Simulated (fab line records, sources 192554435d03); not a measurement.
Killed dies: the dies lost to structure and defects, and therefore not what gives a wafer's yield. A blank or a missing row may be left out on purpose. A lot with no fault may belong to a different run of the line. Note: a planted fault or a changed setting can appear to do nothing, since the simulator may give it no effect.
Comparing a struck lot with a sound one || flow n5_finfet || 15 out of 1938 route steps
Sound: wafers L368.1, L368.2, L368.5. The struck wafers were L362.1, L362.4, L362.5. At the end, the cause is stated.
For every step that has rows: the tool of each side, followed by ch and its chambers, followed by its first start. Under that, the readings that differ: sound wafers || struck wafers || difference of the means || sigmas: that difference in standard deviations of wafers without a fault.
alike: words and numbers the same on both sides, and readings whose means are apart by under 2 such deviations; not compared: readings that were withheld, readings missing a value for some wafer, numbers with overlapping values and no deviation given by the record, and bounds like >300 which may hide the same value.
Wherever a step has rows on one side only, a row that says differs or no value, or a row with sigmas, the two part there. Numbers that don't overlap but have no deviation are shown without sigmas and don't part them. Lack of a reading on every wafer of one side parts them only where that side has two or more wafers.

first, 2 steps without rows for these wafers: N5_HKMG_FIN_DESCUM_53 (chemistry O2, time 7.9 s); N5_HKMG_FIN_ETCH_54 (etches SiARC in CF4, target depth 45.5 nm, time 75.8 s).
N5_HKMG_FIN_ETCH_55: etches SOC in N2/H2, target depth 240 nm, time 300 s.
  sound on rie_diel-05 ch 0,3, day 8 08:55; struck on rie_diel-06 ch 1,2, day 6 18:53
  alike: drypump_motor_current_A, n2_flow_sccm, oes_product_au, rf_vpp_V, showerhead_plenum_p_Torr, throttle_valve_pct
  not compared: rf_hours_counter_h
then, 1 step without rows for these wafers: N5_HKMG_FIN_STRIP_56 (strips in N2/H2).
N5_HKMG_FIN_STRIP_57: strips in CF4.
  sound on rie_diel-05 ch 0,3, day 8 09:07; struck on rie_diel-06 ch 1,2, day 6 19:05
  alike: drypump_motor_current_A, oes_product_au, rf_vpp_V, showerhead_plenum_p_Torr, throttle_valve_pct
  not compared: rf_hours_counter_h
N5_HKMG_FIN_ETCH_58: etches SOC in N2/H2, target depth 215.8 nm, time 741 s.
  sound on rie_diel-05 ch 0,3, day 8 09:08; struck on rie_diel-06 ch 1,2, day 6 19:07
  alike: drypump_motor_current_A, n2_flow_sccm, oes_product_au, rf_vpp_V, showerhead_plenum_p_Torr, throttle_valve_pct
  not compared: rf_hours_counter_h
then, 2 steps without rows for these wafers: N5_HKMG_FIN_STRIP_93 (strips SOC in N2/H2, time 20 s); N5_HKMG_FIN_WET_ETCH_76 (etches Al2O3 in dNH4OH, stops on La2O3, target depth 2.25 nm, rinse time 30 s).
N5_HKMG_FIN_STRIP_60: strips in N2/H2, time 360 s.
  sound on plasma_asher-02 ch 0,1, day 8 09:42; struck on plasma_asher-02 ch 1, day 6 19:41
  alike: drypump_motor_current_A, heater_power_w, n2_flow_sccm
  not compared: rf_hours_counter_h
then, 2 steps without rows for these wafers: N5_HKMG_FIN_WET_ETCH_77 (etches La2O3 in dHCl, stops on HfO2, target depth 2 nm); N5_HKMG_FIN_WET_ETCH_78 (etches Al2O3 in dNH4OH, stops on La2O3, target depth 4.5 nm, rinse time 30 s).
N5_HKMG_FIN_ALD_79: deposits TiN, target thk 1.5 nm, pulse time 1 s, purge time 3 s.
  sound on ald_metal-02 ch 1,2,3, day 8 10:11; struck on ald_metal-01 ch 0,3, day 6 20:10
  alike: heater_power_w, precursor_pulse_height_rel
N5_HKMG_FIN_CVD_62: deposits a-Si from Si2H6, target thk 3 nm, time 20.8 s.
  sound on thermal_cvd_si-01 ch 0,1,2, day 8 10:33; struck on thermal_cvd_si-01 ch 1,2, day 6 20:32
  no value came back on the struck wafers for chamber_pressure_Torr (Torr), heater_power_outer_w (W), heater_power_w (W); on the sound wafers chamber_pressure_Torr (Torr) reads 1.0005 0.9982 0.9967
then, 1 step without rows for these wafers: N5_HKMG_FIN_RTA_80 (time 2 s).
-- here the record skips 9 days between the struck wafers' starts before and after, leaving off in module HKMG_FIN and picking up in module PASSIVATION (first step shown: number 1936 of the route) --
N5_PASSIVATION_PROBE_49:
  sound: prober-01 at day 17 03:40; struck: prober-01 at day 16 02:55
  alike: killed_at_M0_to_M3, killed_at_M4_up, killed_at_contacts, killed_at_front_end, killed_at_other, killed_dies, killed_open, killed_short

WHERE THEY PART
At N5_HKMG_FIN_CVD_62 and nowhere else, as far as this record goes. Later steps at which nothing parts them and some readings are alike: N5_PASSIVATION_PROBE_49.

WHY: what had been put in by the simulator
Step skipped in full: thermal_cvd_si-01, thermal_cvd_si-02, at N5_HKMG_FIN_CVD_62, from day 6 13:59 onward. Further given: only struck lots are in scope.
